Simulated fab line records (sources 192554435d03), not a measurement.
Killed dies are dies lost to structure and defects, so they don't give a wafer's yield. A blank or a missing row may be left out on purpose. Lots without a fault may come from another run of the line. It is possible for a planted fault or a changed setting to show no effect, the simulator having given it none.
Matching of chambers	flow n5_finfet	rie_diel-01 running N5_DUMMY_GATE_DESCUM_20: 4 sister chambers
The step chemistry O2, time 6.2 s. 4 wafers are shown with their chamber, then 8 later ones without.

== WAFERS WITH THEIR CHAMBER ==
wafer	chamber	showerhead_plenum_p_Torr (Torr)
L079.6	0	2.11
L090.1	3	2.06
L090.3	2	2.17
L091.1	1	2.06

== WAFERS WHOSE CHAMBER IS MISSING ==
wafer	showerhead_plenum_p_Torr (Torr)
L091.2	2.17
L091.4	2.06
L095.1	2.06
L095.2	2.06
L095.4	2.16
L096.4	2.10
L096.5	2.10
L096.6	2.06

== EACH ONE'S CHAMBER ==
wafer	from the rows above	in truth
L091.2	2	2
L091.4	can't be placed: 1 or 3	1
L095.1	can't be placed: 1 or 3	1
L095.2	can't be placed: 1 or 3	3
L095.4	2	2
L096.4	0	0
L096.5	0	0
L096.6	can't be placed: 1 or 3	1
Placed correctly: 4 of 8. From these rows, 4 cannot be placed; in 4 the true chamber is one of the candidates. Wrongly placed: 0.
How it was worked out, from the rows above alone: a wafer's distance from a chamber is the root of the sum, over the readings, of the square of ((its reading less the chamber's mean) divided by the reading's scatter). The wafer belongs to the nearest chamber; if the next one is less than 2 further off, it can't be placed. A chamber's mean is the mean of its shown wafers. The scatter (one wafer shown for each chamber): square how far every hidden wafer sits from the nearest shown wafer, average those squares and take the square root.
